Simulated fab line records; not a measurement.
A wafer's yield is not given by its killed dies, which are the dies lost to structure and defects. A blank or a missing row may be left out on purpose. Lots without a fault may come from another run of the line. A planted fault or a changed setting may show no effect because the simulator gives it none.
Matching of chambers	flow nand harc	NHARC_A_STAIRCASE_ETCH_313 on rie diel-02 has 4 sister chambers
The step etches the open film in CF4/CHF3. 14 wafers are shown with their chamber, then 7 later ones without.

WAFERS WITH THEIR CHAMBER
wafer	chamber	drypump motor current A (A)	rf vpp V (V)	throttle valve pct (%)
L083.3	3	5.3	366.8	16.808
L083.5	3	5.2	366.4	16.808
L083.6	2	5.7	367.7	16.790
L085.1	1	6.0	370.5	16.799
L085.4	0	6.1	369.9	16.797
L085.6	1	6.0	371.5	16.787
L086.1	0	6.1	370.2	16.818
L086.2	1	6.0	370.9	16.802
L086.6	0	6.1	370.0	16.797
L088.1	0	6.1	370.1	16.803
L088.2	1	6.0	371.6	16.807
L088.4	2	5.7	366.7	16.807
L087.1	0	6.1	370.0	16.808
L087.3	1	6.0	371.0	16.791

SIGNATURES, as means of the wafers listed above
reading	chamber 0	chamber 1	chamber 2	chamber 3	scatter within a chamber
drypump motor current A	6.100	6.000	5.700	5.250	0.0224
rf vpp V	370.040	371.100	367.200	366.600	0.381
throttle valve pct	16.80460	16.79720	16.79850	16.80800	0.00848
Rule: a wafer's distance from a chamber is the root of the sum, over the readings, of the square of ((its reading less the chamber's mean) divided by the reading's scatter). The wafer belongs to the nearest chamber; if the next one is less than 2 further off, it can't be placed. The scatter is the square root of a quotient: the sum, over the shown wafers, of each reading's squared deviation from its chamber's mean, divided by wafers minus chambers.

WAFERS WITHOUT THEIR CHAMBER
wafer	drypump motor current A (A)	rf vpp V (V)	throttle valve pct (%)
L087.4	5.2	367.0	16.804
L091.1	5.7	367.2	16.798
L091.4	6.1	369.4	16.792
L091.6	5.2	366.9	16.812
L090.3	5.2	366.6	16.806
L090.5	5.2	366.6	16.816
L090.6	5.7	367.8	16.811

CHAMBER TAKEN BY EACH
wafer	from the rows above	in truth
L087.4	3	3
L091.1	2	2
L091.4	0	0
L091.6	3	3
L090.3	3	3
L090.5	3	3
L090.6	2	2
Placed correctly: 7 of 7. Can't be placed from these rows: 0. 0 placed wrongly.
